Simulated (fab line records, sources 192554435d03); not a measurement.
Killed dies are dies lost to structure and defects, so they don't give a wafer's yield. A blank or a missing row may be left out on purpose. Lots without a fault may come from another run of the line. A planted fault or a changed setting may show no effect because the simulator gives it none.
A struck lot beside a sound one | flow n5_finfet | 36 steps out of a route of 1938
Sound: wafers L240.2, L240.4, L240.5. Struck: wafers L247.1, L247.4, L247.5. The cause comes at the end.
At each step with rows: each side's tool, then ch and its chambers, then its first start. Under that, the readings that differ: sound wafers | struck wafers | difference of the means | sigmas: that difference in standard deviations of wafers without a fault.
alike: readings whose means differ by less than 2 such deviations, and words and numbers that are the same on both sides. not compared: withheld readings, readings that some wafer has no value for, bounds like >300 that may hide the same value, and numbers for which the record gives no deviation and whose values overlap.
The two part at a step that has a row with sigmas, a row that says differs or no value, or rows on one side only. Numbers that don't overlap but have no deviation are shown without sigmas and don't part them. A reading that every wafer of one side lacks parts them only if that side has two wafers or more.

first, 9 steps without rows for these wafers: N5_BEOL_M4_ANNEAL_95 (time 240 s); N5_BEOL_M4_SPUTTER_96 (material Cu, target thk 4.5 nm, time 8.29 s); N5_BEOL_M4_ECD_50 (material Cu, target thk 300 nm); N5_BEOL_M4_ANNEAL_51 (time 90 s); N5_BEOL_M4_CMP_52 (polishes, stops on SiOC, t overpolish 6.8 s, target thk 40 nm); N5_BEOL_M4_PRE_CLEAN_60 (time 15 s); N5_BEOL_M4_CO_CAP_55 (material Co, precursor CCTBA/H2, target thk 2 nm, time 102.1 s); N5_BEOL_M4_PRE_CLEAN_56 (time 15 s); N5_BEOL_M4_DEP_57 (deposits SiCN from 3MS/NH3, target thk 8 nm, time 14 s).
N5_BEOL_M4_RC_MEAS_101:
  sound on prober-01 ch 0, day 10 20:47; struck on prober-01 ch 0, day 12 15:10
  alike: DIBL_N, DIBL_P, IOFF_N, IOFF_P, ION_N, ION_P, SS_N, SS_P, VT_N, VT_P
then, 24 steps without rows for these wafers: N5_BEOL_M5_ILD_DEP_00 (deposits SiCOH lowk from DEMS/porogen, target thk 140.64 nm, time 25.9 s); N5_BEOL_M5_CURE_79 (cures SiCOH lowk, time 240 s); N5_BEOL_M5_PECVD_70 (deposits SiO2 from TEOS/O2, target thk 16 nm, time 18 s); N5_BEOL_M5_HM_DEP_02 (deposits TiN, target thk 20 nm); N5_BEOL_M5_COAT_59 (time 60 s, resist thk 60 nm); N5_BEOL_M5_COAT_60 (time 60 s, resist thk 12 nm); N5_BEOL_M5_COAT_71 (time 60 s, resist thk 5 nm); N5_BEOL_M5_COAT_05 (resist thk 30 nm); N5_BEOL_M5_EBR_07; N5_BEOL_M5_SOFTBAKE_06 (time 60 s); N5_BEOL_M5_EXPOSE_08 (exposes mask M5, target cd 28 nm); N5_BEOL_M5_PEB_09 (peb time 60 s); N5_BEOL_M5_DEVELOP_10 (develop time 30 s); N5_BEOL_M5_DESCUM_16 (chemistry O2, time 7 s); N5_BEOL_M5_ETCH_72 (etches underlayer in N2/H2, target depth 6.5 nm, time 5.2 s); N5_BEOL_M5_ETCH_61 (etches SiARC in CF4, target depth 15.6 nm, time 26 s); N5_BEOL_M5_ETCH_62 (etches SOC in N2/H2, target depth 75 nm, overetch 15 nm, time 112.5 s); N5_BEOL_M5_STRIP_63 (strips in N2/H2); N5_BEOL_M5_STRIP_73 (strips in N2/H2); N5_BEOL_M5_STRIP_64 (strips in CF4); N5_BEOL_M5_HM_OPEN_17 (chemistry Cl2/BCl3, target TiN, target depth 20 nm, overetch 6 nm); N5_BEOL_M5_STRIP_19 (strips in O2); N5_BEOL_M5_COAT_65 (time 60 s, resist thk 60 nm); N5_BEOL_M5_COAT_66 (time 60 s, resist thk 12 nm).
-- the record jumps here: 2 days lie between the struck wafers' starts before and after (it left off in module BEOL_M5 and takes up again in module BEOL_M10, whose first step shown is number 1509 of the route) --
N5_BEOL_M10_VIA_ETCH_34: etches SiCOH lowk in C4F6/O2, target depth 184.5 nm, time 69.2 s.
  sound on rie_diel-03 ch 0,1,2, day 12 21:50; struck on rie_diel-03 ch 1,2,3, day 15 01:32
  reading                                   | sound             | struck          | difference | sigmas
  run_length_s (s)                          | 92.9 92.4 91.6    | 77.5 76.0 76.7  | -15.6      | -35
  model.etch.depth_nm (nm)                  | 183.6 188.3 188.7 | 142.8 142.2 141 | -44.9      |
  model.SOC_of_BEOL_M10_COAT_63.thk_nm (nm) | 92.2 92 92.4      | 93.8 94.2 94    | +1.8       |
  alike: O2_flow_sccm, drypump_motor_current_A, oes_ar_750_au, oes_product_au, rf_vpp_V, showerhead_plenum_p_Torr, throttle_valve_pct
  not compared: rf_hours_counter_h
N5_PASSIVATION_PROBE_49:
  sound on prober-02, day 15 01:41; struck on prober-02, day 17 01:13
  reading                  | sound          | struck         | difference | sigmas
  defect_limited_yield (%) | 92.2 91.0 90.2 | 19.2 19.1 14.9 | -73.4      | -49
  killed_at_M4_up          | 5 15 10        | 842 857 917    | +862       | +99 or more
  killed_at_contacts       | 10 8 7         | 29 20 16       | +13        | +2
  killed_dies              | 92 106 116     | 953 955 1004   | +866       | +51
  killed_on_rim            | 14 10 16       | 151 152 88     | +117       | +29
  sort_bin_5_function (%)  | 5.6 4.5 6.4    | 77.3 76.5 82.1 | +73.1      | +75
  sort_n_pass              | 1088 1074 1064 | 227 225 176    | -866       | -51
  sort_yield_pct (%)       | 92.2 91.0 90.2 | 19.2 19.1 14.9 | -73.4      | -49
  alike: killed_at_M0_to_M3, killed_at_front_end, killed_at_other, killed_open, killed_short, sort_bin_6_memory

WHERE THEY PART
First at N5_BEOL_M10_VIA_ETCH_34; last, within this record, at N5_PASSIVATION_PROBE_49.

WHY: what the simulator had put in
Process parameter drift: rie_diel-03, from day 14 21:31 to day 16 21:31, at N5_BEOL_M10_VIA_ETCH_34. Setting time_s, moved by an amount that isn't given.
